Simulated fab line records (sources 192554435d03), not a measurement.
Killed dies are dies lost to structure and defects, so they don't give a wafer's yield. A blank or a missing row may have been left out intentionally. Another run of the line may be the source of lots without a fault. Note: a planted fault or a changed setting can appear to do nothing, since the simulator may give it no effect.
fab line records	flow n5_finfet
record: lots: 6	wafers: 18	last_day: 17
route steps=1938 shown PMOS_HMC_CHANNEL_EPI@62 PASSIVATION@1936
lots that met no fault: taken from a fault-free run of the same line
start_h: hours from the record's opening day to when the first of the lot's shown wafers began	wait_h: hours since the lot's step before	" identical to the entry in the row above	L1.1+2: several wafers, shown together as one row	- value missing, or start not given	* or withheld: withheld	< > ~ a bound
route shown NAME@n: NAME is a module with steps in the file, n the number in the route of the first one	usual: mean/standard deviation of fault-free wafers	same: alike in all rows	chamber/n: place in a boat	sites: per-site readings	_std_site: their standard deviation	_edge_site: outer sites' mean less inner sites'	radius_mm: for every site, how far away it sits from the centre of the wafer	mask NAME#n: copy n	behind: the tool/chamber that last shaped the wafer	hold: cause of the lot's hold/its duration in hours/its outcome	device: the transistor (n, p or np) that didn't switch	end of line: tests run on the same wafers once the route is complete	where a step has no rows: the recipe by itself	killed: not the wafer's yield, but the dies lost to structure and defects at the first sort	map: the dies of a wafer, with x for killed, . for not killed, _ for no die there
set.NAME: the setting the step ran with; set.NAME@STEP: the setting that earlier step ran with	model.NAME: the simulator's own value behind a step, which no gauge read
a table for each step, a row for each wafer; lots at some steps of the route
services: the hour from which a tool's chamber was out of use, counted from the record's first day as start_h (under 0 if before that day), plus the number of hours and why
== steps ==
step: N5_PMOS_HMC_CHANNEL_EPI_EXPOSE_06
recipe: mask_id: PMOS_HMC_BLK	na: 1.35	source_shape: conventional	sigma_outer: 0.8	polarization: unpolarized	target_cd_nm: 240	dose_mj: 41
step: N5_PMOS_HMC_CHANNEL_EPI_PEB_07
recipe: peb_temp_c: 110	peb_time_s: 60	resist: CAR-ArF-block
step: N5_PMOS_HMC_CHANNEL_EPI_DEVELOP_08
recipe: develop_time_s: 30	developer: TMAH	resist: CAR-ArF-block	dev_temp_c: 23	rinse_liquid: diw	dry: air_spin
step: N5_PMOS_HMC_CHANNEL_EPI_CD_MEAS_09
recipe: target_cd_nm: 237.4	landing_energy_ev: 500	detector: se_inlens
usual: cd_nm: 237.4/0.93
lot.wafer	tool	chamber	start_h	wait_h	cd_nm
L558.4	cd_sem-01	0	23.76	-	238.3
L558.5	"	0	"	"	238.4
L558.6	"	0	"	"	238.9
L559.1	cd_sem-03	0	29.51	-	237.3
L559.4	"	0	"	"	237.0
L559.5	"	0	"	"	236.4
L560.2	cd_sem-02	0	35.23	-	237.5
L560.4	"	0	"	"	237.1
L560.5	"	0	"	"	236.9
L576.1	cd_sem-02	0	131.65	-	237.2
L576.2	"	0	"	"	237.8
L576.4	"	0	"	"	238.6
L579.2	cd_sem-03	0	149.50	-	235.9
L579.3	"	0	"	"	237.2
L579.4	"	0	"	"	238.0
L580.1	cd_sem-02	0	155.66	-	237.2
L580.3	"	0	"	"	237.1
L580.4	"	0	"	"	237.8
step: N5_PMOS_HMC_CHANNEL_EPI_OVL_MEAS_10
recipe: points_per_wafer: 44
usual: PMOS_HMC_BLK_OVL: -0.2/0.91
lot.wafer	tool	chamber	start_h	wait_h	PMOS_HMC_BLK_OVL[nm]
L558.4	overlay-02	0	23.78	0.0	0.5
L558.5	"	0	"	"	0.5
L558.6	"	0	"	"	0.4
L559.1	overlay-02	0	29.54	0.0	-0.4
L559.4	"	0	"	"	-0.4
L559.5	"	0	"	"	0.6
L560.2	overlay-01	0	35.26	0.0	0.7
L560.4	"	0	"	"	0.7
L560.5	"	0	"	"	1.0
L576.1	overlay-02	0	131.68	0.0	0.9
L576.2	"	0	"	"	0.0
L576.4	"	0	"	"	1.0
L579.2	overlay-02	0	149.53	0.0	-1.6
L579.3	"	0	"	"	-0.7
L579.4	"	0	"	"	-1.1
L580.1	overlay-01	0	155.69	0.0	0.1
L580.3	"	0	"	"	-0.5
L580.4	"	0	"	"	-0.4
step: N5_PMOS_HMC_CHANNEL_EPI_INSPECT_11
recipe: mode: adi	inspect_instrument: macro
usual: raw_defect_count: 2.1/1.5
lot.wafer	tool	chamber	start_h	wait_h	raw_defect_count
L558.4	defect_inspect-02	-	23.81	0.0	4
L558.5	"	-	"	"	5
L558.6	"	-	"	"	7
L559.1	defect_inspect-02	-	29.57	0.0	6
L559.4	"	-	"	"	3
L559.5	"	-	"	"	6
L560.2	defect_inspect-01	-	35.29	0.0	4
L560.4	"	-	"	"	2
L560.5	"	-	"	"	4
L576.1	defect_inspect-01	-	131.70	0.0	1
L576.2	"	-	"	"	1
L576.4	"	-	"	"	2
L579.2	defect_inspect-02	-	149.55	0.0	4
L579.3	"	-	"	"	3
L579.4	"	-	"	"	1
L580.1	defect_inspect-02	-	155.71	0.0	1
L580.3	"	-	"	"	0
L580.4	"	-	"	"	3
step: N5_PMOS_HMC_CHANNEL_EPI_DESCUM_14
recipe: chemistry: O2	time_s: 7.9	source_power_w: 50	bias_power_w: 20	pressure_mtorr: 20	rf_frequency_hz: 2.712e+07	temp_c: 40	resist: CAR-ArF-block	o2_flow_sccm: 225
usual: drypump_motor_current_A: 5.6/0.38	oes_product_au: 0.77/0.091	rf_vpp_V: 243.9/1.2	showerhead_plenum_p_Torr: 2.14/0.044	throttle_valve_pct: 20.34/0.26
lot.wafer	tool	chamber	start_h	wait_h	drypump_motor_current_A	oes_product_au	rf_hours_counter_h	rf_vpp_V	showerhead_plenum_p_Torr	throttle_valve_pct
L558.4	rie_diel-05	2	24.13	0.3	5.6	0.69	227	243.1	2.14	20.38
L558.5	"	2	"	"	5.7	0.68	-	243.4	2.14	20.39
L558.6	"	1	"	"	5.6	0.68	-	243.8	2.15	20.58
L559.1	rie_diel-01	3	29.60	0.0	6.2	0.69	214	243.5	2.07	20.28
L559.4	"	1	"	"	5.7	0.95	9	244.0	2.24	20.36
L559.5	"	3	"	"	6.2	0.68	-	243.6	2.07	20.27
L560.2	rie_diel-04	2	35.32	0.0	6.0	0.71	211	244.9	2.16	20.71
L560.4	"	0	"	"	5.4	0.79	122	246.1	2.17	20.20
L560.5	"	2	"	"	6.0	0.71	-	244.3	2.16	20.70
L576.1	rie_diel-04	2	131.74	0.0	6.0	0.68	242	243.5	2.15	20.77
L576.2	"	1	"	"	4.9	0.77	147	243.9	2.16	20.03
L576.4	"	3	"	"	6.1	0.84	96	244.2	2.13	20.10
L579.2	rie_diel-01	1	149.62	0.1	5.7	0.87	49	246.1	2.23	20.44
L579.3	"	2	"	"	5.8	0.90	29	243.5	2.08	20.76
L579.4	"	1	"	"	5.7	0.87	-	243.3	2.23	20.45
L580.1	rie_diel-01	1	155.75	0.0	5.7	0.87	52	245.1	2.23	20.46
L580.3	"	0	"	"	5.7	0.69	232	244.0	2.06	20.46
L580.4	"	0	"	"	5.6	0.69	-	241.7	2.06	20.46
step: N5_PMOS_HMC_CHANNEL_EPI_ETCH_32
recipe: chemistry: N2/H2	target: BARC	stop_on: SiO2	target_depth_a: 858	over_etch_frac: 0.3	time_s: 50.3	ion_energy_ev: 200	mask_material: CAR-ArF-block	pressure_mtorr: 30	source_w: 840	bias_w: 150	n2_flow_sccm: 200	h2_flow_sccm: 200
usual: bias_w: 150.1/0.42	drypump_motor_current_A: 5.6/0.38	oes_product_au: 0.66/0.072	rf_vpp_V: 525.5/1.8	showerhead_plenum_p_Torr: 2.60/0.064	throttle_valve_pct: 17.76/0.24
lot.wafer	tool	chamber	start_h	wait_h	bias_w	drypump_motor_current_A	oes_product_au	rf_hours_counter_h	rf_vpp_V	showerhead_plenum_p_Torr	throttle_valve_pct
L558.4	rie_diel-05	2	24.16	0.0	150.3	5.6	0.59	227	525.0	2.60	17.89
L558.5	"	2	"	"	149.8	5.6	0.60	-	524.9	2.60	17.90
L558.6	"	1	"	"	150.1	5.6	0.58	-	526.1	2.61	18.08
L559.1	rie_diel-01	3	29.64	0.0	150.4	6.2	0.61	214	521.1	2.53	17.87
L559.4	"	1	"	"	149.8	5.7	0.80	9	529.6	2.72	17.87
L559.5	"	3	"	"	149.4	6.2	0.61	-	522.9	2.53	17.86
L560.2	rie_diel-04	2	35.35	0.0	150.7	6.0	0.60	211	525.1	2.61	18.05
L560.4	"	0	"	"	150.4	5.4	0.67	122	528.4	2.65	17.66
L560.5	"	2	"	"	150.9	6.0	0.59	-	526.4	2.61	18.06
L576.1	rie_diel-04	2	131.77	0.0	150.0	6.0	0.58	242	526.4	2.59	18.11
L576.2	"	1	"	"	149.7	5.0	0.65	147	525.9	2.67	17.74
L576.4	"	3	"	"	150.4	6.1	0.70	96	524.1	2.54	17.20
L579.2	rie_diel-01	1	149.65	0.0	150.4	5.7	0.74	49	527.7	2.70	17.95
L579.3	"	2	"	"	149.8	5.8	0.76	29	523.0	2.48	17.89
L579.4	"	1	"	"	150.0	5.7	0.73	-	528.1	2.70	17.94
L580.1	rie_diel-01	1	155.78	0.0	150.2	5.7	0.75	52	527.5	2.70	17.95
L580.3	"	0	"	"	150.9	5.6	0.59	232	523.9	2.49	17.79
L580.4	"	0	"	"	150.6	5.6	0.59	-	522.8	2.49	17.79
step: N5_PMOS_HMC_CHANNEL_EPI_HM_OPEN_15
recipe: chemistry: CHF3/O2	target: SiO2	mask_material: CAR-ArF-block	target_depth_a: 406	CHF3_flow_sccm: 50	O2_flow_sccm: 5	Ar_flow_sccm: 200	time_s: 20.3	pressure_mtorr: 30	source_w: 650	bias_w: 170	ion_energy_ev: 200
usual: bias_w: 170.0/0.5	drypump_motor_current_A: 5.6/0.38	oes_product_au: 0.77/0.087	rf_vpp_V: 523/11	showerhead_plenum_p_Torr: 2.47/0.051	throttle_valve_pct: 18.86/0.2
lot.wafer	tool	chamber	start_h	wait_h	bias_w	drypump_motor_current_A	oes_product_au	rf_hours_counter_h	rf_vpp_V	showerhead_plenum_p_Torr	throttle_valve_pct
L558.4	rie_diel-05	2	24.20	0.0	169.7	5.7	0.67	227	542	2.46	18.85
L558.5	"	2	"	"	170.2	5.7	0.68	-	541	2.46	18.86
L558.6	"	1	"	"	170.2	5.6	0.66	-	514	2.49	19.15
L559.1	rie_diel-01	3	29.68	0.0	169.9	6.2	0.70	214	509	2.40	18.88
L559.4	"	1	"	"	169.9	5.7	0.95	9	532	2.55	18.71
L559.5	"	3	"	"	170.3	6.2	0.70	-	507	2.40	18.88
L560.2	rie_diel-04	2	35.40	0.0	170.3	6.0	0.70	211	515	2.47	19.15
L560.4	"	0	"	"	169.9	5.4	0.78	122	521	2.52	18.88
L560.5	"	2	"	"	169.3	6.0	0.71	-	515	2.47	19.15
L576.1	rie_diel-04	2	131.82	0.0	169.9	6.0	0.68	242	512	2.46	19.19
L576.2	"	1	"	"	169.9	5.0	0.77	147	533	2.49	18.59
L576.4	"	3	"	"	169.1	6.1	0.84	96	545	2.46	18.55
L579.2	rie_diel-01	1	149.70	0.0	170.8	5.7	0.86	49	532	2.53	18.78
L579.3	"	2	"	"	169.9	5.8	0.90	29	525	2.37	19.04
L579.4	"	1	"	"	170.5	5.7	0.85	-	532	2.53	18.79
L580.1	rie_diel-01	1	155.82	0.0	170.3	5.7	0.85	52	532	2.53	18.79
L580.3	"	0	"	"	170.3	5.6	0.68	232	514	2.38	19.03
L580.4	"	0	"	"	170.3	5.7	0.69	-	514	2.38	19.03
step: N5_PMOS_HMC_CHANNEL_EPI_STRIP_33
recipe: chemistry: N2/H2	power_w: 500	temp_c: 40	pressure_mtorr: 50	rf_frequency_hz: 6e+07	overash_fraction: 0.3	bias_power_w: 8	h2_frac: 0.5	n2_flow_sccm: 300	h2_flow_sccm: 300
step: N5_PMOS_HMC_CHANNEL_EPI_STRIP_17
recipe: chemistry: SPM	time_s: 750	temp_c: 130	h2so4_h2o2_vol_ratio: 4	dry: ipa_marangoni
step: N5_PMOS_HMC_CHANNEL_EPI_ETCH_38
recipe: chemistry: CF4	target: SiO2	target_depth_a: 15	ion_energy_ev: 350	pressure_mtorr: 10	icp_w: 800	bias_w: 400	cf4_flow_sccm: 80
usual: bias_w: 400.1/1.2	cf4_flow_sccm: 79.99/0.25	drypump_motor_current_A: 5.7/0.3	oes_product_au: 1.007/0.022	throttle_valve_pct: 21.72/0.26
lot.wafer	tool	chamber	start_h	wait_h	bias_w	cf4_flow_sccm	drypump_motor_current_A	oes_product_au	rf_hours_counter_h	throttle_valve_pct
L558.4	rie_si-06	1	24.59	0.0	399.8	80.01	6.1	0.984	-	22.13
L558.5	"	2	"	"	401.1	79.82	5.7	1.022	-	22.00
L558.6	"	0	"	"	399.4	80.67	5.9	0.961	-	21.79
L559.1	rie_si-06	3	30.04	0.0	401.0	79.78	5.5	1.023	24	21.49
L559.4	"	2	"	"	399.3	79.94	5.8	1.024	-	21.99
L559.5	"	3	"	"	397.9	79.73	5.5	1.014	-	21.50
L560.2	rie_si-05	0	35.76	0.0	398.9	80.24	5.7	1.014	1	21.57
L560.4	"	2	"	"	399.4	79.87	5.4	0.997	18	21.79
L560.5	"	2	"	"	401.1	79.74	5.4	0.994	-	21.78
L576.1	rie_si-05	2	132.17	0.0	401.8	79.86	5.4	0.998	19	21.80
L576.2	"	0	"	"	401.0	80.02	5.7	1.037	3	21.57
L576.4	"	0	"	"	401.9	79.78	5.7	1.033	-	21.57
L579.2	rie_si-06	3	150.07	0.0	400.2	80.45	5.5	1.017	26	21.49
L579.3	"	2	"	"	399.1	80.19	5.8	1.023	77	21.98
L579.4	"	1	"	"	399.5	79.86	6.1	0.995	36	22.13
L580.1	rie_si-05	2	156.20	0.0	399.9	79.90	5.5	1.006	20	21.80
L580.3	"	3	"	"	399.4	79.95	5.0	0.987	106	22.03
L580.4	"	1	"	"	400.1	80.52	6.0	1.002	137	21.57
step: N5_PMOS_HMC_CHANNEL_EPI_FIN_RECESS_16
recipe: chemistry: HBr/Cl2	target: Si	mask_material: SiO2	target_depth_a: 540	time_s: 18	pressure_mtorr: 10	icp_w: 800	bias_w: 75	HBr_flow_sccm: 150	Cl2_flow_sccm: 80
usual: bias_w: 74.98/0.2	drypump_motor_current_A: 5.68/0.3	oes_product_au: 1.005/0.017	throttle_valve_pct: 35.3/0.46
lot.wafer	tool	chamber	start_h	wait_h	bias_w	drypump_motor_current_A	oes_product_au	rf_hours_counter_h	throttle_valve_pct	model.etch.depth_nm	model.PMOS_HMC_CHANNEL_EPI.feature_depth_nm	model.SiO2_of_PMOS_HMC_CHANNEL_EPI_HM_DEP_34.thk_nm
L558.4	rie_si-06	1	24.64	0.0	74.48	6.14	0.971	-	35.6	52.17	52.17	30.33
L558.5	"	2	"	"	74.95	5.75	1.002	-	36.1	53.91	53.91	30.52
L558.6	"	0	"	"	74.94	5.88	0.980	-	35.8	51.68	51.68	30.46
L559.1	rie_si-06	3	30.06	0.0	75.20	5.46	1.021	24	35.0	53.86	53.86	29.32
L559.4	"	2	"	"	75.07	5.78	1.006	-	36.1	55.05	55.05	29.71
L559.5	"	3	"	"	75.01	5.47	1.011	-	35.0	54.07	54.07	30.39
L560.2	rie_si-05	0	35.78	0.0	74.76	5.66	1.015	1	34.9	55.29	55.29	29.48
L560.4	"	2	"	"	74.95	5.45	1.007	18	34.8	53.78	53.78	30.25
L560.5	"	2	"	"	75.21	5.46	1.001	-	34.8	53.31	53.31	30.05
L576.1	rie_si-05	2	132.19	0.0	-	5.42	1.012	19	34.8	42.8	42.8	30.81
L576.2	"	0	"	"	74.66	5.66	1.030	3	34.9	56.1	56.1	29.23
L576.4	"	0	"	"	-	5.65	1.028	-	34.9	44.05	44.05	30.47
L579.2	rie_si-06	3	150.09	0.0	74.93	5.46	1.024	26	34.9	54.22	54.22	30.55
L579.3	"	2	"	"	74.91	5.71	1.017	77	36.1	55.39	55.39	29.26
L579.4	"	1	"	"	75.22	6.13	0.990	36	35.5	53.49	53.49	30.97
L580.1	rie_si-05	2	156.22	0.0	-	5.43	1.005	20	34.8	43.24	43.24	29.54
L580.3	"	3	"	"	74.91	5.05	0.979	106	36.1	52.89	52.89	30.16
L580.4	"	1	"	"	-	5.95	1.003	137	35.2	42.98	42.98	29.7
step: N5_PMOS_HMC_CHANNEL_EPI_PRECLEAN_36
recipe: chemistry: O3/DIW	time_s: 45	temp_c: 22	o3_ppm: 10
step: N5_PMOS_HMC_CHANNEL_EPI_PRECLEAN_18
recipe: chemistry: DHF	time_s: 30	temp_c: 25	dilution: withheld
lot.wafer	tool	chamber	start_h	wait_h	model.SiO2_of_PMOS_HMC_CHANNEL_EPI_HM_DEP_34.thk_nm
L558.4	wet_bench-04	4	24.71	0.0	24.7
L558.5	"	2	"	"	24.9
L558.6	"	3	"	"	24.83
L559.1	wet_bench-03	7	30.17	0.0	23.66
L559.4	"	3	"	"	24.07
L559.5	"	0	"	"	24.73
L560.2	wet_bench-04	1	35.89	0.0	23.86
L560.4	"	2	"	"	24.62
L560.5	"	7	"	"	24.42
L576.1	wet_bench-06	7	132.31	0.0	25.2
L576.2	"	4	"	"	23.65
L576.4	"	6	"	"	24.89
L579.2	wet_bench-03	4	150.21	0.0	24.89
L579.3	"	3	"	"	23.61
L579.4	"	2	"	"	25.27
L580.1	wet_bench-06	7	156.34	0.0	23.98
L580.3	"	6	"	"	24.58
L580.4	"	5	"	"	24.14
step: N5_PMOS_HMC_CHANNEL_EPI_SRD_19
recipe: dry: ipa_marangoni	do_ppb: 5	time_s: 30	temp_c: 23	rinse_liquid: diw
step: N5_PMOS_HMC_CHANNEL_EPI_EPI_20
recipe: material: SiGe30	mask_material: SiO2	pressure_torr: 20	target_thk_a: 590	temp_c: 600
step: N5_PMOS_HMC_CHANNEL_EPI_HM_STRIP_35
recipe: chemistry: dHF	temp_c: 25	material: SiO2	target: SiO2	target_depth_a: 396	time_s: 216
step: N5_PMOS_HMC_CHANNEL_EPI_SRD_39
recipe: dry: ipa_marangoni	time_s: 30	temp_c: 23	rinse_liquid: diw
step: N5_PMOS_HMC_CHANNEL_EPI_CMP_21
recipe: material: SiGe30	post_cmp_clean: alkaline_brush	target_thk_nm: 54
usual: edge_zone_pressure_frac: 1.000/0.0047	motor_current_A: 12.4/1.3
lot.wafer	tool	chamber	start_h	wait_h	edge_zone_pressure_frac	motor_current_A
L558.4	cmp-01	2	26.15	0.1	1.004	13.2
L558.5	"	1	"	"	1.008	13.6
L558.6	"	2	"	"	1.000	13.5
L559.1	cmp-01	3	32.50	0.0	0.996	13.0
L559.4	"	1	"	"	1.006	13.3
L559.5	"	3	"	"	0.993	12.9
L560.4	cmp-04	0	38.22	0.0	0.999	13.1
L560.2	"	2	"	"	0.997	12.7
L560.5	"	0	"	"	1.001	13.9
L576.1	cmp-03	1	133.75	0.1	1.000	9.9
L576.4	"	2	"	"	0.994	11.8
L576.2	"	3	"	"	0.996	13.8
L579.3	cmp-01	0	151.64	0.1	1.009	11.9
L579.2	"	1	"	"	0.995	13.4
L579.4	"	2	"	"	0.996	13.7
L580.4	cmp-04	0	157.74	0.0	0.993	13.9
L580.1	"	2	"	"	0.994	13.8
L580.3	"	3	"	"	1.004	11.1
step: N5_PMOS_HMC_CHANNEL_EPI_THK_MEAS_22
recipe: reads: SiGe30_of_PMOS_HMC_CHANNEL_EPI_EPI_20
usual: HMC_CMP_THK: 54.1/1.1
lot.wafer	tool	chamber	start_h	wait_h	HMC_CMP_THK[nm]
L558.4	film_metro-01	-	26.41	-	52.3
L558.5	"	-	"	"	53.8
L558.6	"	-	"	"	51.8
L559.1	film_metro-02	-	32.79	-	54.0
L559.4	"	-	"	"	55.1
L559.5	"	-	"	"	54.3
L560.2	film_metro-01	-	38.51	-	55.3
L560.4	"	-	"	"	53.9
L560.5	"	-	"	"	53.4
L576.1	film_metro-01	-	134.00	-	42.6
L576.2	"	-	"	"	56.1
L576.4	"	-	"	"	43.9
L579.2	film_metro-02	-	151.90	-	54.2
L579.3	"	-	"	"	55.5
L579.4	"	-	"	"	53.8
L580.1	film_metro-01	-	158.03	-	43.3
L580.3	"	-	"	"	52.7
L580.4	"	-	"	"	42.9
step: N5_PMOS_HMC_CHANNEL_EPI_PRECLEAN_40
recipe: chemistry: DHF	time_s: 30	temp_c: 25	dilution: withheld
step: N5_PASSIVATION_PROBE_49
usual: killed_at_M0_to_M3: 34/8.9	killed_at_M4_up: 13/4.6	killed_at_contacts: 12/5.5	killed_at_front_end: 41/11	killed_at_other: 3.1/2.9	killed_dies: 102/16	killed_open: 66/11	killed_short: 34/7.6
same: gross_dies: 1180	killed_at_back_side: 0
lot.wafer	tool	chamber	start_h	wait_h	killed_at_M0_to_M3	killed_at_M4_up	killed_at_contacts	killed_at_front_end	killed_at_other	killed_dies	killed_open	killed_short
L558.4	prober-01	-	276.17	0.2	30	16	11	69	3	129	77	40
L558.5	prober-01	-	276.22	0.2	45	10	20	43	0	118	80	38
L558.6	prober-01	-	276.27	0.3	55	16	11	61	3	146	100	40
L559.1	prober-01	-	277.52	0.0	52	19	9	43	0	123	72	49
L559.4	prober-01	-	277.67	0.2	33	19	5	26	6	89	58	30
L559.5	prober-01	-	277.72	0.2	38	8	10	26	1	83	61	21
L560.2	prober-02	-	281.31	0.1	24	14	8	65	0	111	65	39
L560.4	prober-02	-	281.41	0.2	25	19	10	51	0	105	73	32
L560.5	prober-02	-	281.46	0.2	28	16	12	44	1	101	69	29
L576.1	prober-02	-	384.72	0.0	39	21	16	38	2	116	80	36
L576.2	prober-02	-	384.77	0.1	30	23	8	39	9	109	72	34
L576.4	prober-02	-	384.87	0.2	58	11	11	32	4	116	77	39
L579.2	prober-02	-	405.86	0.1	44	7	6	38	3	98	57	37
L579.3	prober-02	-	405.91	0.1	41	5	9	40	0	95	63	26
L579.4	prober-02	-	405.96	0.2	38	11	8	41	3	101	57	39
L580.1	prober-01	-	407.78	0.0	35	17	16	45	1	114	73	34
L580.3	prober-01	-	407.88	0.1	37	16	9	18	4	84	65	19
L580.4	prober-01	-	407.93	0.2	23	12	4	48	5	92	61	31
killed by level:class
L558.4 FIN_SAQP:geometric_particle:open=13 FIN_SAQP:geometric_particle:short=12 MOL_CONTACT_COAG:geometric_particle:open=10 STI_FIN_REVEAL:geometric_particle:open=9 GATE_CUT:geometric_particle:short=8 BEOL_M2:geometric_particle:open=8 HKMG_FIN:area_etch=8 BEOL_M0_SAQP:geometric_particle:open=6
L558.5 MOL_CONTACT_COAG:geometric_particle:open=15 BEOL_M0_SAQP:geometric_particle:open=14 FIN_SAQP:geometric_particle:open=12 STI_FIN_REVEAL:geometric_particle:open=12 FIN_SAQP:geometric_particle:short=11 BEOL_M0_SAQP:geometric_particle:short=8 BEOL_M2:geometric_particle:open=8 MOL_CONTACT_COAG:geometric_particle:short=5
L558.6 FIN_SAQP:geometric_particle:open=19 BEOL_M0_SAQP:geometric_particle:open=15 BEOL_M0_SAQP:geometric_particle:short=14 STI_FIN_REVEAL:geometric_particle:open=12 FIN_SAQP:geometric_particle:short=8 MOL_CONTACT_COAG:geometric_particle:open=8 BEOL_M0:geometric_particle:open=7 DUMMY_GATE:geometric_particle:open=6
L559.1 BEOL_M0_SAQP:geometric_particle:open=12 BEOL_M3:geometric_particle:open=12 FIN_SAQP:geometric_particle:short=10 MOL_CONTACT_COAG:geometric_particle:open=9 BEOL_M0_SAQP:geometric_particle:short=9 FIN_SAQP:geometric_particle:open=7 GATE_CUT:geometric_particle:short=7 BEOL_M4:geometric_particle:open=6
L559.4 BEOL_M2:geometric_particle:open=11 BEOL_M4:geometric_particle:open=8 BEOL_M3:geometric_particle:open=6 GATE_CUT:geometric_particle:open=5 GATE_CUT:geometric_particle:short=5 BEOL_M0_SAQP:geometric_particle:short=5 FIN_SAQP:geometric_particle:open=4 FIN_SAQP:geometric_particle:short=4
L559.5 BEOL_M3:geometric_particle:open=19 FIN_SAQP:geometric_particle:open=10 MOL_CONTACT_COAG:geometric_particle:open=9 FIN_SAQP:geometric_particle:short=6 BEOL_M1:geometric_particle:open=5 BEOL_M0_SAQP:geometric_particle:open=3 BEOL_M2:geometric_particle:open=3 BEOL_M5:geometric_particle:open=3
L560.2 FIN_SAQP:geometric_particle:open=22 FIN_SAQP:geometric_particle:short=10 STI_FIN_REVEAL:geometric_particle:open=8 MOL_CONTACT_COAG:geometric_particle:open=8 BEOL_M0_SAQP:geometric_particle:short=7 HKMG_FIN:area_etch=7 GATE_CUT:geometric_particle:short=6 BEOL_M2:geometric_particle:open=4
L560.4 FIN_SAQP:geometric_particle:open=15 FIN_SAQP:geometric_particle:short=14 DUMMY_GATE:geometric_particle:open=8 MOL_CONTACT_COAG:geometric_particle:open=7 BEOL_M1:geometric_particle:open=7 BEOL_M2:geometric_particle:open=6 BEOL_M4:geometric_particle:open=6 BEOL_M0_SAQP:geometric_particle:open=5
L560.5 DUMMY_GATE:geometric_particle:open=10 MOL_CONTACT_COAG:geometric_particle:open=10 FIN_SAQP:geometric_particle:open=8 BEOL_M3:geometric_particle:open=7 BEOL_M3:geometric_particle:short=7 FIN_SAQP:geometric_particle:short=6 BEOL_M1:geometric_particle:open=5 BEOL_M4:geometric_particle:open=5
L576.1 MOL_CONTACT_COAG:geometric_particle:open=11 BEOL_M3:geometric_particle:open=9 BEOL_M4:geometric_particle:open=9 BEOL_M0_SAQP:geometric_particle:short=7 BEOL_M1:geometric_particle:open=7 BEOL_M2:geometric_particle:open=7 FIN_SAQP:geometric_particle:short=6 STI_FIN_REVEAL:geometric_particle:open=6
L576.2 FIN_SAQP:geometric_particle:open=12 BEOL_M3:geometric_particle:open=8 BEOL_M4:geometric_particle:open=8 BEOL_M0_SAQP:geometric_particle:open=7 BEOL_M2:geometric_particle:open=7 MOL_CONTACT_COAG:geometric_particle:open=6 GATE_CUT:geometric_particle:short=5 DUMMY_GATE:geometric_particle:open=4
L576.4 BEOL_M0_SAQP:geometric_particle:short=13 BEOL_M1:geometric_particle:open=12 MOL_CONTACT_COAG:geometric_particle:open=10 BEOL_M3:geometric_particle:open=10 FIN_SAQP:geometric_particle:open=9 BEOL_M0_SAQP:geometric_particle:open=9 FIN_SAQP:geometric_particle:short=7 BEOL_M2:geometric_particle:open=7
L579.2 BEOL_M2:geometric_particle:open=16 FIN_SAQP:geometric_particle:short=7 FIN_SAQP:geometric_particle:open=7 BEOL_M0_SAQP:geometric_particle:short=7 MOL_CONTACT_COAG:geometric_particle:open=6 STARTING-WAFER:geometric_particle:short=6 BEOL_M2:geometric_particle:short=5 BEOL_M0_SAQP:geometric_particle:open=4
L579.3 BEOL_M2:geometric_particle:open=14 BEOL_M0_SAQP:geometric_particle:open=12 STI_FIN_REVEAL:geometric_particle:open=8 BEOL_M0_SAQP:geometric_particle:short=8 MOL_CONTACT_COAG:geometric_particle:open=7 FIN_SAQP:geometric_particle:short=6 HKMG_FIN:area_etch=6 FIN_SAQP:geometric_particle:open=4
L579.4 BEOL_M2:geometric_particle:open=11 FIN_SAQP:geometric_particle:short=8 FIN_SAQP:geometric_particle:open=8 BEOL_M0_SAQP:geometric_particle:short=7 BEOL_M0_SAQP:geometric_particle:open=6 STI_FIN_REVEAL:geometric_particle:open=5 MOL_CONTACT_COAG:geometric_particle:open=5 GATE_CUT:geometric_particle:short=5
L580.1 MOL_CONTACT_COAG:geometric_particle:open=15 BEOL_M3:geometric_particle:open=11 BEOL_M4:geometric_particle:open=10 HKMG_FIN:area_etch=7 STARTING-WAFER:geometric_particle:short=6 BEOL_M0_SAQP:geometric_particle:open=6 BEOL_M1:geometric_particle:open=6 STI_FIN_REVEAL:geometric_particle:open=5
L580.3 BEOL_M1:geometric_particle:open=14 BEOL_M3:geometric_particle:open=8 MOL_CONTACT_COAG:geometric_particle:open=7 FIN_SAQP:geometric_particle:open=6 BEOL_M4:geometric_particle:open=6 BEOL_M0_SAQP:geometric_particle:open=5 BEOL_M4:geometric_particle:short=4 FIN_SAQP:geometric_particle:short=3
L580.4 FIN_SAQP:geometric_particle:open=13 BEOL_M3:geometric_particle:open=10 FIN_SAQP:geometric_particle:short=9 BEOL_M1:geometric_particle:open=5 STI_FIN_REVEAL:geometric_particle:open=4 BEOL_M4:geometric_particle:open=4 PASS1_CAP:geometric_particle:short=4 ILD0:geometric_particle:short=3
== services ==
tool	chamber	start_h	hours	kind
rie_si-06	3	2.43	22.8	repair
rie_si-05	-	5.76	28.1	pm
cmp-04	-	21.69	2.4	repair
cmp-01	-	26.49	4.8	pm
rie_diel-05	-	42.56	2.8	pm
rie_diel-04	3	44.36	6.6	repair
rie_si-05	1	44.73	1.0	repair
rie_diel-05	0	48.06	8.5	repair
rie_diel-04	3	51.82	4.5	repair
rie_si-05	3	73.72	4.7	repair
cmp-04	-	77.16	1.1	repair
rie_diel-01	2	78.79	3.0	repair
cmp-04	-	96.85	1.0	repair
rie_diel-01	-	100.88	0.9	repair
cmp-01	-	102.80	2.5	repair
rie_si-05	0	104.16	2.8	repair
rie_si-06	-	108.52	0.1	repair
rie_si-06	1	114.25	13.2	repair
cmp-01	-	123.45	1.3	repair
rie_si-05	3	127.23	6.0	repair
rie_diel-04	0	135.51	2.6	repair
rie_diel-04	2	137.67	9.0	repair
rie_diel-05	3	154.00	3.5	repair
rie_diel-04	-	156.29	1.1	repair
== key ==
first_sign: step: N5_PMOS_HMC_CHANNEL_EPI_THK_MEAS_22	reading: HMC_CMP_THK	direction: down	sigmas: 9.7	usual: 54.1	struck: 43.2
effect none on later readings
model_effect: step: N5_PMOS_HMC_CHANNEL_EPI_FIN_RECESS_16	value: etch.depth_nm	without: 54.61	struck: 43.27
model_effect: step: N5_PMOS_HMC_CHANNEL_EPI_PRECLEAN_18	value: SiO2_of_PMOS_HMC_CHANNEL_EPI_HM_DEP_34.thk_nm	without: 23.68	struck: 24.55
met_at N5_PMOS_HMC_CHANNEL_EPI_FIN_RECESS_16
struck_wafers L576.1,L576.4,L580.1,L580.4
tester_left_out L576,L580
onset_between 35.78 132.19
fault: kind: process_parameter_drift	tool: rie_si-05	chamber: -	onset_h: 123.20	steps: N5_PMOS_HMC_CHANNEL_EPI_FIN_RECESS_16	channel: time_s	offset: *	shape: step	end_h: 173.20	scope: struck_wafers_only	acts_in: *	stated: *
tester_left_out: of these lots the tester's yield and bins aren't shown, on N5 and GAA mostly nor the transistor test; their killed dies are dies lost to structure and defects alone, not to doping, threshold or leakage, so they don't give the yield
